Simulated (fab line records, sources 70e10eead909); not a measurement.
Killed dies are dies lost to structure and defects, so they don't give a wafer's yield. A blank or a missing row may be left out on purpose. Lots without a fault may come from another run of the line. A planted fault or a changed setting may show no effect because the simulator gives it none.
Which tool did it? | flow nand_harc | 14 lots, 42 wafers sampled, at 3 steps of a route of 1302

WHAT THE GAUGES READ, wafer by wafer
NHARC_A_CONTACT_CD_MEAS_69: target cd 300 nm. Usual: cd_nm 300.0 nm, standard deviation 0.39.
lot  | measured     | on        | cd_nm (nm)        | flag
L193 | day 22 09:32 | cd_sem-02 | 300.3 300.5 300.5 |
L195 | day 22 18:43 | cd_sem-02 | 299.9 300.1 300.1 |
L194 | day 23 02:11 | cd_sem-01 | 300.4 300.2 300.6 |
L197 | day 24 03:36 | cd_sem-03 | 299.7 300.5 300.1 |
L199 | day 24 07:05 | cd_sem-01 | 299.9 299.3 299.5 |
L201 | day 25 14:39 | cd_sem-01 | - - -             | OFF
L200 | day 25 15:04 | cd_sem-03 | - - -             | OFF
L204 | day 27 08:10 | cd_sem-03 | 300.5 300.2 299.7 |
L208 | day 28 08:22 | cd_sem-01 | 299.9 298.9 299.9 |
L209 | day 29 03:31 | cd_sem-02 | 299.7 299.6 299.7 |
L211 | day 29 17:08 | cd_sem-03 | 300.1 300.8 300.6 |
L210 | day 29 21:08 | cd_sem-01 | 299.5 299.5 300.1 |
L212 | day 30 09:45 | cd_sem-01 | 299.5 299.9 300.4 |
L214 | day 31 07:42 | cd_sem-01 | 299.6 299.4 299.4 |

WHICH TOOL RAN EACH LOT (tool, then ch and the chambers of the sampled wafers, then the start)
lot  | NHARC_A_CONTACT_ETCH_90            | NHARC_A_CONTACT_EXPOSE_66
L193 | rie_diel-08 ch 0,2,3, day 22 03:13 | arfi_scanner-03 ch 0, day 22 09:24
L195 | rie_diel-03 ch 1,2, day 22 13:45   | arfi_scanner-03 ch 0, day 22 18:35
L194 | rie_diel-03 ch 0,1,2, day 22 21:13 | arfi_scanner-03 ch 0, day 23 02:02
L197 | rie_diel-03 ch 0,2,3, day 23 18:13 | arfi_scanner-01 ch 0, day 24 03:28
L199 | rie_diel-08 ch 1,2, day 24 02:03   | arfi_scanner-01 ch 0, day 24 06:57
L201 | rie_diel-03 ch 0,1,2, day 25 07:19 | arfi_scanner-02, day 25 14:31
L200 | rie_diel-03 ch 0,1,2, day 25 09:41 | arfi_scanner-03, day 25 14:55
L204 | rie_diel-03 ch 1,2,3, day 27 03:02 | arfi_scanner-03 ch 0, day 27 08:02
L208 | rie_diel-03 ch 2,3, day 28 01:09   | arfi_scanner-03 ch 0, day 28 08:13
L209 | rie_diel-03 ch 0,1,3, day 28 22:22 | arfi_scanner-02 ch 0, day 29 03:23
L211 | rie_diel-04 ch 0,1,3, day 29 10:38 | arfi_scanner-02 ch 0, day 29 17:00
L210 | rie_diel-03 ch 0,1, day 29 15:02   | arfi_scanner-02 ch 0, day 29 21:00
L212 | rie_diel-03 ch 0,1,3, day 30 03:59 | arfi_scanner-02 ch 0, day 30 09:37
L214 | rie_diel-04 ch 0,1,2, day 31 00:57 | arfi_scanner-02 ch 0, day 31 07:34
- NHARC_A_CONTACT_ETCH_90: etches the open film in CH3F/O2, target depth 40 nm, time 85.7 s.
- NHARC_A_CONTACT_EXPOSE_66: exposes mask A CC 2.

WHAT THE TOOLS THEMSELVES READ (means of the sampled wafers that have a number; where no wafer has one, the mark that the record gives instead)
NHARC_A_CONTACT_ETCH_90. Usual: chamber_pressure_mTorr 25.004 mTorr, standard deviation 0.023; drypump_motor_current_A 5.8 A, standard deviation 0.56; oes_product_au 0.96 a.u., standard deviation 0.037; rf_vpp_V 244.3 V, standard deviation 2.1; showerhead_plenum_p_Torr 2.46 Torr, standard deviation 0.14; throttle_valve_pct 20.665 %, standard deviation 0.0084.
lot  | tool        | chamber_pressure_mTorr (mTorr) | drypump_motor_current_A (A) | oes_product_au (a.u.) | rf_vpp_V (V) | showerhead_plenum_p_Torr (Torr) | throttle_valve_pct (%) | flag
L193 | rie_diel-08 | 24.983                         | 5.3                         | 0.92                  | 243.7        | 2.37                            | 20.662                 |
L195 | rie_diel-03 | 24.996                         | 6.2                         | 0.92                  | 242.8        | 2.29                            | 20.668                 |
L194 | rie_diel-03 | 24.992                         | 6.0                         | 0.93                  | 243.5        | 2.42                            | 20.670                 |
L197 | rie_diel-03 | 25.010                         | 5.8                         | 0.93                  | 244.5        | 2.46                            | 20.656                 |
L199 | rie_diel-08 | 24.998                         | 5.5                         | 1.00                  | 243.8        | 2.43                            | 20.679                 |
L201 | rie_diel-03 | 25.014                         | 6.0                         | 1.00                  | 243.7        | 2.41                            | 20.667                 |
L200 | rie_diel-03 | 24.996                         | 6.0                         | 0.92                  | 244.8        | 2.41                            | 20.667                 |
L204 | rie_diel-03 | 25.006                         | 6.3                         | 0.95                  | 242.8        | 2.34                            | 20.662                 |
L208 | rie_diel-03 | 25.003                         | 6.1                         | 1.00                  | 246.2        | 2.59                            | 20.659                 |
L209 | rie_diel-03 | 25.007                         | 6.0                         | 0.92                  | 243.6        | 2.47                            | 20.658                 |
L211 | rie_diel-04 | 25.024                         | 5.4                         | 0.92                  | 244.5        | 2.52                            | 20.673                 |
L210 | rie_diel-03 | 25.025                         | 6.2                         | 0.93                  | 243.8        | 2.42                            | 20.665                 |
L212 | rie_diel-03 | 25.015                         | 6.0                         | 1.00                  | 244.9        | 2.46                            | 20.664                 |
L214 | rie_diel-04 | 25.024                         | 5.4                         | 0.99                  | 244.3        | 2.44                            | 20.658                 |

NHARC_A_CONTACT_EXPOSE_66. Usual: exposure_dose_mJ_cm2 59.3, standard deviation 0.51; focus_offset_nm 0.0 nm, standard deviation 0.52; stage_vel_mm_s 500.00 mm/s, standard deviation 0.28.
lot  | tool            | exposure_dose_mJ_cm2 | focus_offset_nm (nm) | stage_vel_mm_s (mm/s) | flag
L193 | arfi_scanner-03 | 59.0                 | -0.2                 | 500.09                |
L195 | arfi_scanner-03 | 58.9                 | 0.1                  | 499.92                |
L194 | arfi_scanner-03 | 59.1                 | -0.3                 | 500.14                |
L197 | arfi_scanner-01 | 58.9                 | -0.1                 | 499.77                |
L199 | arfi_scanner-01 | 58.9                 | 0.7                  | 500.10                |
L201 | arfi_scanner-02 | -                    | -                    | -                     | OFF
L200 | arfi_scanner-03 | -                    | -                    | -                     | OFF
L204 | arfi_scanner-03 | 58.9                 | -0.1                 | 500.18                |
L208 | arfi_scanner-03 | 59.0                 | -0.2                 | 500.08                |
L209 | arfi_scanner-02 | 60.1                 | -0.1                 | 499.68                |
L211 | arfi_scanner-02 | 60.0                 | -0.4                 | 499.95                |
L210 | arfi_scanner-02 | 60.0                 | 0.5                  | 499.73                |
L212 | arfi_scanner-02 | 60.1                 | 0.0                  | 499.78                |
L214 | arfi_scanner-02 | 60.0                 | 0.2                  | 499.83                |

THE ANSWER, worked out from the rows above alone
Rule: a lot is off if the mean of its wafers that have a number lies more than 3 standard deviations from the usual mean. A lot without any number at a reading at which 4 lots or more have one is off too. The other lots that the step has rows for count as sound. The gauges are gone through in route order, then the tools' own readings, and for those a lot's mean is taken as printed above. The first step at which some lot is off is used, and at that step the reading that is off furthest; a lot without a number counts as furthest.
Off: L201, L200, at NHARC_A_CONTACT_CD_MEAS_69 (cd_nm). Without a number there: L201, L200.
A tool fits if, at a process step before that reading, it ran every lot that is off, and no sound lot after the first of them. The gauges at NHARC_A_CONTACT_CD_MEAS_69 aren't tried: what is off there is off at NHARC_A_CONTACT_EXPOSE_66 too, on other tools, and a gauge's error can't cause that. None of those tried fits.

WHAT THE SIMULATOR HAD PUT IN
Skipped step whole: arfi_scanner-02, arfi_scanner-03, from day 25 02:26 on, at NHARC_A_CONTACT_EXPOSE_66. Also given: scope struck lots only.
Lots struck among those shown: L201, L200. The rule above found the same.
